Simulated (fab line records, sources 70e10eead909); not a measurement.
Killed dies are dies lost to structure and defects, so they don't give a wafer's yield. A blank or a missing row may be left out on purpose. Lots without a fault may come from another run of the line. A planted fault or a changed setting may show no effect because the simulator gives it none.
Chamber matching | flow nand_harc | NHARC_A_STAIRCASE_DESCUM_443 on rie_diel-13: 4 sister chambers
The step chemistry O2, time 3 s. 4 wafers are shown with their chamber, then 8 later ones without.

WAFERS WITH THEIR CHAMBER
wafer  | chamber | showerhead_plenum_p_Torr (Torr)
L083.5 | 3       | 1.82
L086.4 | 0       | 1.91
L086.5 | 2       | 1.91
L090.2 | 1       | 2.07

WAFERS WITHOUT THEIR CHAMBER
wafer  | showerhead_plenum_p_Torr (Torr)
L090.4 | 1.91
L090.5 | 1.81
L089.4 | 2.07
L089.5 | 1.91
L089.6 | 1.81
L094.2 | 1.90
L094.4 | 1.90
L094.6 | 2.07

WHICH CHAMBER EACH WENT THROUGH
wafer  | from the rows above     | in truth
L090.4 | can't be placed: 0 or 2 | 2
L090.5 | 3                       | 3
L089.4 | 1                       | 1
L089.5 | can't be placed: 0 or 2 | 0
L089.6 | 3                       | 3
L094.2 | can't be placed: 0 or 2 | 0
L094.4 | can't be placed: 0 or 2 | 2
L094.6 | 1                       | 1
Placed correctly: 4 of 8. Can't be placed from these rows: 4 (the true chamber is among the candidates in 4). Placed wrongly: 0.
How it was worked out, from the rows above alone: a wafer's distance from a chamber is the root of the sum, over the readings, of the square of ((its reading less the chamber's mean) divided by the reading's scatter). The wafer belongs to the nearest chamber; if the next one is less than 2 further off, it can't be placed. A chamber's mean is the mean of its shown wafers. The scatter: with one shown wafer a chamber, the root of the mean of the squares of how far each hidden wafer lies from its nearest shown one.
